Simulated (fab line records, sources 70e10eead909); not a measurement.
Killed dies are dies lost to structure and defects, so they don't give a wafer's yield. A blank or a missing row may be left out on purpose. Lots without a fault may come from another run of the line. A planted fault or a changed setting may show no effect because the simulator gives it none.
One fault seen from 2 desks | flow nand_harc | each desk has only its own numbers; what lay behind them comes last

THE METROLOGY DESK
What the gauges read, lot by lot, whatever tool the lot ran on: means of the sampled wafers that have a number. A lot is out of limits, marked OUT, if its mean lies more than 4 standard deviations from the usual mean; the brackets give that distance.
Columns: A = thk_nm at NHARC_A_ONON_D2_THK_MEAS_14, usual 1002 nm
lot  | first seen here | A
L332 | day 13 15:43    | 991
L331 | day 13 15:47    | 993
L333 | day 14 05:46    | 1015
L340 | day 16 20:27    | 999
L341 | day 17 13:33    | 928 (-7.8) OUT
L342 | day 17 19:04    | 933 (-7.2) OUT
L343 | day 18 14:58    | 1009
L344 | day 18 15:08    | 999
L345 | day 19 04:13    | 1001
L348 | day 20 12:16    | 1025
L349 | day 20 12:16    | 989
L350 | day 21 07:10    | 987
L352 | day 21 21:20    | 989
This desk's finding: out of limits on L341, L342; first on L341, day 17 13:33 (thk_nm at NHARC_A_ONON_D2_THK_MEAS_14). In limits: L332, L331, L333, L340, L343, L344, L345, L348, L349, L350, L352.

THE DEFECT DESK
What the inspections along the route counted, lot by lot: means of the sampled wafers that have a number. A lot is out of limits, marked OUT, if its mean lies more than 4 standard deviations from the usual mean; the brackets give that distance.
Columns: A = raw_defect_count at NHARC_A_CHANNEL_HOLE_D1_INSPECT_40, usual 75
lot  | first seen here | A
L332 | day 9 23:55     | 91
L331 | day 10 01:13    | 46
L333 | day 10 14:58    | 69
L340 | day 13 05:04    | 91
L341 | day 13 15:14    | 59
L342 | day 14 03:39    | 54
L343 | day 14 23:01    | 93
L344 | day 15 00:46    | 42
L345 | day 15 11:13    | 91
L348 | day 16 21:02    | 101
L349 | day 16 22:43    | 57
L350 | day 17 15:00    | 94
L352 | day 18 09:01    | 65
This desk's finding: nothing out of limits on any of the 13 lots.

PUT TOGETHER
The metrology desk could have raised an alarm at day 17 13:33, on L341, L342.
The defect desk saw nothing out of limits.
The defect desk has L341, L342 on record, within its limits.
Of the lots named, all ran NHARC_A_ONON_D2_DEP_12 on pecvd_onon-03.

WHAT THE SIMULATOR HAD PUT IN
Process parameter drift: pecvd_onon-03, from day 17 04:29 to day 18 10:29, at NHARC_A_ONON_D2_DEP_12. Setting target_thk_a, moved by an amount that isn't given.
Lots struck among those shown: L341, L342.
Hours from the fault's start to each desk's first reading out of limits: the metrology desk, 9.
